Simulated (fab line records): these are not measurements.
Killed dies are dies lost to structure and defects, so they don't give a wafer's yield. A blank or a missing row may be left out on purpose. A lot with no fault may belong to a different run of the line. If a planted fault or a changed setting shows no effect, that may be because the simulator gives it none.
fab line records	flow n5Finfet
record lots=11	wafers=30	lastDay=17
route steps=1938 shown BEOL_M12@1614
lots that met no fault: from a run of the same line without faults
startH: hours from the record's first day to the start of the lot's first wafer shown	waitH: how many hours have passed since the lot's step before this one	" as in the row above	L1.1+2: several wafers, shown together as one row	- value missing, or start not given	* or withheld: withheld	< > ~ a bound
route shown NAME@n: a module of which the file shows steps, and the number in the route of the first	usual: mean/standard deviation taken from wafers without a fault	same: alike in all rows	chamber/n: place in a boat	sites: the reading at each site	_std_site: the values' standard deviation	_edge_site: the outer-site mean with the inner-site mean subtracted	radiusMm: how far each site lies from the wafer's centre	mask NAME#n: copy n	behind: the most recent tool/chamber to have shaped the wafer	hold: cause of the lot's hold/its duration in hours/its outcome	device: the transistor (n, p or np) that didn't switch	end of line: the route-end tests of the same wafers	step lacking rows: just its recipe	killed: the dies lost at the first sort to structure and to defects; this is not the yield of the wafer	map: shows each die of a wafer: x if killed, . if not, _ if none is there
set.NAME: the setting the step ran with; set.NAME@STEP: the setting that earlier step ran with	model.NAME: the simulator's own value behind a step, which no gauge read
steps of the route over a sample of lots; a table a step, a row a wafer
services: the hour from which a tool's chamber was out of use, counted from the record's first day as startH (under 0 if before that day), plus the number of hours and why
## steps
# step N5_BEOL_M12_INSPECT_12
# recipe mode=adi	inspectInstrument=macro
# usual rawDefectCount=2.1/1.4
lot.wafer	tool	chamber	startH	waitH	rawDefectCount
L949.4	defectInspect-01	-	272.91	0.0	4
L949.5	"	-	"	"	3
L949.6	"	-	"	"	1
L950.2	defectInspect-01	-	274.56	0.0	4
L950.5	"	-	"	"	0
L950.6	"	-	"	"	2
L953.2	defectInspect-02	-	283.15	0.0	1
L953.5	"	-	"	"	2
L953.6	"	-	"	"	2
L956.3	defectInspect-02	-	284.35	0.0	3
L956.5	"	-	"	"	1
L956.6	"	-	"	"	1
L957.2	defectInspect-01	-	320.14	0.0	1
L957.3	"	-	"	"	0
L957.5	"	-	"	"	1
L958.2	defectInspect-02	-	329.67	0.0	3
L958.3	"	-	"	"	2
L958.4	"	-	"	"	1
L959.2	defectInspect-02	-	338.09	0.0	2
L959.5	"	-	"	"	2
L962.2	defectInspect-01	-	345.82	0.0	4
L962.5	"	-	"	"	4
L966.2	defectInspect-01	-	364.83	0.0	1
L966.4	"	-	"	"	1
L967.1	defectInspect-01	-	368.61	0.0	1
L967.5	"	-	"	"	5
L967.6	"	-	"	"	1
L968.3	defectInspect-01	-	375.49	0.0	3
L968.5	"	-	"	"	1
L968.6	"	-	"	"	2
# step N5_BEOL_M12_DESCUM_15
# recipe chemistry=O2	timeS=7.9	sourcePowerW=50	biasPowerW=20	pressureMtorr=20	rfFrequencyHz=2.712e+07	tempC=40	o2FlowSccm=225
# usual biasPowerW=19.99/0.056	drypumpMotorCurrentA=5.7/0.4	o2FlowSccm=225.0/0.74	oesProductAu=0.82/0.092	rfVppV=243.3/1.5	showerheadPlenumPTorr=2.10/0.084	throttleValvePct=20.45/0.23
lot.wafer	tool	chamber	startH	waitH	biasPowerW	drypumpMotorCurrentA	o2FlowSccm	oesProductAu	rfHoursCounterH	rfVppV	showerheadPlenumPTorr	throttleValvePct
L949.4	rieDiel-06	0	272.94	0.0	20.04	6.5	226.0	0.73	161	242.1	2.01	20.56
L949.5	"	3	"	"	19.93	5.6	225.2	0.84	-	242.0	2.02	20.53
L949.6	"	0	"	"	20.09	6.5	226.7	0.74	-	241.9	2.01	20.56
L950.2	rieDiel-03	1	274.59	0.0	19.88	5.7	225.3	0.95	18	244.0	2.13	20.39
L950.5	"	1	"	"	19.96	5.7	224.9	0.95	-	244.4	2.13	20.39
L950.6	"	2	"	"	19.97	5.7	223.9	0.87	-	244.9	2.21	20.42
L953.2	rieDiel-01	0	283.18	0.0	20.02	5.5	224.9	0.71	214	244.5	2.14	20.40
L953.5	"	3	"	"	20.04	5.5	225.4	0.71	-	244.0	2.07	20.59
L953.6	"	0	"	"	20.01	5.5	225.7	0.70	-	244.3	2.14	20.40
L956.3	rieDiel-06	3	284.90	0.6	19.94	5.5	225.8	0.83	61	242.6	2.02	20.54
L956.5	"	3	"	"	19.96	5.5	225.0	0.84	-	241.6	2.02	20.53
L956.6	"	2	"	"	19.94	5.4	225.3	0.90	-	243.9	2.14	20.34
L957.2	rieDiel-06	0	320.17	0.0	19.92	6.5	226.0	0.72	178	240.5	2.01	20.57
L957.3	"	2	"	"	19.91	5.3	223.5	0.89	42	243.9	2.14	20.36
L957.5	"	2	"	"	20.06	5.4	223.9	0.88	-	241.8	2.14	20.35
L958.2	rieDiel-03	3	329.70	0.0	19.94	6.6	225.5	0.77	128	244.1	2.18	20.31
L958.3	"	0	"	"	19.95	5.4	224.4	0.69	235	242.6	2.00	20.64
L958.4	"	1	"	"	20.08	5.7	224.5	0.90	39	242.6	2.13	20.42
L959.2	rieDiel-01	2	338.12	0.0	20.06	5.8	224.7	0.95	4	242.4	2.06	20.22
L959.5	"	2	"	"	19.99	5.8	225.1	0.94	-	241.6	2.06	20.21
L962.2	rieDiel-01	2	345.85	0.0	20.05	5.8	226.1	0.92	8	243.4	2.06	20.22
L962.5	"	1	"	"	19.91	5.3	224.0	0.92	-	244.7	2.25	20.78
L966.2	rieDiel-03	2	364.90	0.1	19.92	5.7	224.7	0.84	79	244.4	2.20	20.46
L966.4	"	3	"	"	19.91	6.6	224.2	0.75	141	245.1	2.18	20.30
L967.1	rieDiel-01	2	368.71	0.1	19.91	5.8	225.0	0.89	20	242.1	2.05	20.23
L967.5	"	2	"	"	19.98	5.8	223.8	0.90	-	241.0	2.05	20.24
L967.6	"	1	"	"	20.04	5.3	226.1	0.90	-	245.5	2.24	20.79
L968.3	rieDiel-03	1	375.53	0.0	20.04	5.7	225.9	0.88	51	241.4	2.12	20.43
L968.5	"	2	"	"	20.00	5.8	225.5	0.82	-	244.9	2.20	20.46
L968.6	"	1	"	"	20.02	5.7	225.1	0.88	-	243.5	2.12	20.44
# step N5_BEOL_M12_ETCH_59
# recipe chemistry=N2/H2	target=BARC	targetDepthA=890	overetchA=267	timeS=67.9	ionEnergyEv=200	pressureMtorr=30	sourceW=840	biasW=150	n2FlowSccm=200	h2FlowSccm=200
# usual drypumpMotorCurrentA=5.7/0.4	oesProductAu=0.70/0.076	rfVppV=524.3/2.8	runLengthS=91.3/0.44	showerheadPlenumPTorr=2.56/0.098	throttleValvePct=17.91/0.21
lot.wafer	tool	chamber	startH	waitH	drypumpMotorCurrentA	oesProductAu	rfHoursCounterH	rfVppV	runLengthS	showerheadPlenumPTorr	throttleValvePct
L949.4	rieDiel-06	0	272.98	0.0	6.5	0.64	161	520.8	91.0	2.44	17.89
L949.5	"	3	"	"	5.6	0.73	-	523.1	91.8	2.47	18.12
L949.6	"	0	"	"	6.5	0.63	-	520.9	91.0	2.44	17.89
L950.2	rieDiel-03	1	274.63	0.0	5.7	0.79	18	527.0	91.4	2.62	18.04
L950.5	"	1	"	"	5.7	0.81	-	525.0	91.9	2.62	18.04
L950.6	"	2	"	"	5.8	0.74	-	527.4	91.4	2.69	17.90
L953.2	rieDiel-01	0	283.22	0.0	5.5	0.60	214	526.0	90.9	2.63	18.08
L953.5	"	3	"	"	5.5	0.61	-	522.4	91.5	2.49	17.90
L953.6	"	0	"	"	5.5	0.61	-	526.2	91.3	2.63	18.09
L956.3	rieDiel-06	3	284.94	0.0	5.5	0.72	61	521.9	91.8	2.47	18.14
L956.5	"	3	"	"	5.6	0.71	-	521.9	91.6	2.47	18.15
L956.6	"	2	"	"	5.4	0.76	-	524.7	92.2	2.59	17.72
L957.2	rieDiel-06	0	320.21	0.0	6.5	0.63	178	520.7	91.2	2.43	17.91
L957.3	"	2	"	"	5.3	0.74	42	524.6	91.7	2.58	17.72
L957.5	"	2	"	"	5.3	0.74	-	526.3	91.9	2.58	17.71
L958.2	rieDiel-03	3	329.74	0.0	6.6	0.67	128	525.9	91.5	2.64	17.61
L958.3	"	0	"	"	5.4	0.59	235	520.0	91.1	2.40	17.98
L958.4	"	1	"	"	5.7	0.76	39	525.9	91.8	2.61	18.08
L959.2	rieDiel-01	2	338.16	0.0	5.8	0.82	4	523.8	91.6	2.51	17.60
L959.5	"	2	"	"	5.8	0.83	-	521.5	91.3	2.51	17.62
L962.2	rieDiel-01	2	345.91	0.0	5.8	0.79	8	522.7	91.5	2.51	17.61
L962.5	"	1	"	"	5.3	0.78	-	529.0	91.1	2.71	18.10
L966.2	rieDiel-03	2	364.93	0.0	5.8	0.71	79	526.2	92.0	2.68	17.98
L966.4	"	3	"	"	6.6	0.66	141	526.8	92.0	2.64	17.65
L967.1	rieDiel-01	2	368.74	0.0	5.8	0.77	20	523.5	91.5	2.50	17.63
L967.5	"	2	"	"	5.8	0.77	-	522.9	91.3	2.50	17.63
L967.6	"	1	"	"	5.3	0.77	-	527.8	90.5	2.70	18.09
L968.3	rieDiel-03	1	375.56	0.0	5.7	0.74	51	524.7	91.9	2.61	18.08
L968.5	"	2	"	"	5.7	0.69	-	528.6	91.4	2.67	17.97
L968.6	"	1	"	"	5.7	0.75	-	527.1	91.6	2.61	18.10
# step N5_BEOL_M12_ETCH_68
# recipe chemistry=N2/H2	target=SOC	maskMaterial=SiARC	sourceW=3000	biasW=350	tempC=40	timeS=285	ionEnergyEv=200	pressureMtorr=30	n2FlowSccm=200	h2FlowSccm=200
# usual drypumpMotorCurrentA=5.7/0.4	oesProductAu=0.81/0.096	rfVppV=524.4/2.9	runLengthS=308.4/0.43	showerheadPlenumPTorr=2.56/0.097	throttleValvePct=17.79/0.21
lot.wafer	tool	chamber	startH	waitH	drypumpMotorCurrentA	oesProductAu	rfHoursCounterH	rfVppV	runLengthS	showerheadPlenumPTorr	throttleValvePct
L949.4	rieDiel-03	2	274.03	0.1	5.8	0.87	44	528.0	308.6	2.69	17.80
L949.5	"	3	"	"	6.6	0.79	-	527.3	308.4	2.65	17.47
L949.6	"	0	"	"	5.3	0.70	-	518.4	308.0	2.41	17.85
L950.2	rieDiel-01	3	275.84	0.1	5.5	0.71	228	522.2	308.2	2.50	17.80
L950.5	"	3	"	"	5.5	0.71	-	522.2	308.3	2.50	17.77
L950.6	"	2	"	"	5.8	0.68	-	524.0	308.6	2.51	17.97
L953.2	rieDiel-03	0	284.52	0.1	5.3	0.69	218	520.6	308.3	2.41	17.86
L953.5	"	2	"	"	5.8	0.87	-	528.7	308.8	2.69	17.81
L953.6	"	3	"	"	6.6	0.78	-	526.9	308.5	2.65	17.47
L956.3	rieDiel-01	2	286.12	0.1	5.8	0.67	244	522.9	308.9	2.51	18.01
L956.5	"	2	"	"	5.8	0.67	-	522.8	308.5	2.51	17.97
L956.6	"	0	"	"	5.5	0.70	-	525.4	308.4	2.62	17.96
L957.2	rieDiel-01	0	321.48	0.1	5.5	0.69	232	526.1	308.2	2.62	18.00
L957.3	"	1	"	"	5.3	0.95	12	528.2	307.6	2.71	17.96
L957.5	"	1	"	"	5.3	0.95	-	529.3	307.6	2.71	17.96
L958.2	rieDiel-01	0	331.21	0.1	5.5	0.69	236	526.0	308.0	2.62	18.02
L958.3	"	2	"	"	5.8	0.98	1	523.0	308.7	2.51	17.51
L958.4	"	0	"	"	5.5	0.69	-	526.4	308.0	2.62	18.00
L959.2	rieDiel-01	0	339.23	0.1	5.5	0.69	240	524.9	245.2	2.61	18.00
L959.5	"	0	"	"	5.5	0.69	-	525.2	308.1	2.61	18.02
L962.2	rieDiel-01	1	347.41	0.1	5.4	0.93	24	527.9	244.5	2.71	17.98
L962.5	"	2	"	"	5.8	0.93	-	523.1	308.9	2.51	17.52
L966.2	rieDiel-01	3	366.49	0.1	5.5	0.93	5	523.3	245.1	2.48	17.38
L966.4	"	0	"	"	5.5	0.68	249	525.5	244.8	2.61	18.03
L967.1	rieDiel-06	0	369.92	0.1	6.5	0.72	197	521.7	308.4	2.42	17.86
L967.5	"	0	"	"	6.5	0.72	-	520.8	308.8	2.42	17.86
L967.6	"	3	"	"	5.6	0.81	-	522.9	308.8	2.46	18.07
L968.3	rieDiel-03	3	376.61	0.1	6.6	0.75	146	527.6	308.4	2.64	17.55
L968.5	"	2	"	"	5.8	0.82	-	526.0	308.8	2.67	17.87
L968.6	"	1	"	"	5.7	0.89	-	525.9	308.8	2.61	18.00
## services
tool	chamber	startH	hours	kind
rieDiel-06	2	254.76	7.2	repair
rieDiel-01	1	275.60	-	clean
rieDiel-01	1	275.60	-	consumableReplace:focusRing
rieDiel-01	1	275.60	-	consumableReplace:showerhead
rieDiel-01	1	275.60	19.0	scheduledDown
rieDiel-01	1	275.60	19.0	ventCycle
rieDiel-01	2	299.41	-	clean
rieDiel-01	2	299.41	-	consumableReplace:focusRing
rieDiel-01	2	299.41	30.5	scheduledDown
rieDiel-01	2	299.41	30.5	ventCycle
rieDiel-01	3	329.94	-	clean
rieDiel-01	3	329.94	-	consumableReplace:focusRing
rieDiel-01	3	329.94	26.7	scheduledDown
rieDiel-01	3	329.94	26.7	ventCycle
rieDiel-03	1	331.23	10.9	repair
rieDiel-01	0	343.61	9.4	repair
rieDiel-01	1	360.24	5.1	repair
rieDiel-06	-	364.60	2.4	repair
rieDiel-03	0	368.14	-	clean
rieDiel-03	0	368.14	-	consumableReplace:focusRing
rieDiel-01	0	368.97	-	clean
rieDiel-01	0	368.97	-	consumableReplace:focusRing
rieDiel-01	0	368.97	21.8	scheduledDown
rieDiel-01	0	368.97	21.8	ventCycle
## key
firstSign step=N5_BEOL_M12_ETCH_68	reading=runLengthS	direction=down	sigmas=99+	usual=*	struck=*
effect none on later readings
metAt N5_BEOL_M12_ETCH_68
struckLots L959,L962,L966
struckWafers L959.2,L962.2,L966.2,L966.4
notActingAt N5_BEOL_M12_INSPECT_12,N5_BEOL_M12_DESCUM_15,N5_BEOL_M12_ETCH_59
onsetBetween 331.21 339.23
fault kind=processParameterDrift	tool=rieDiel-01	chamber=-	onsetH=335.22	steps=N5_BEOL_M12_ETCH_68	channel=timeS	offset=*	shape=step	endH=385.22	scope=struckWafersOnly	actsIn=*	stated=*
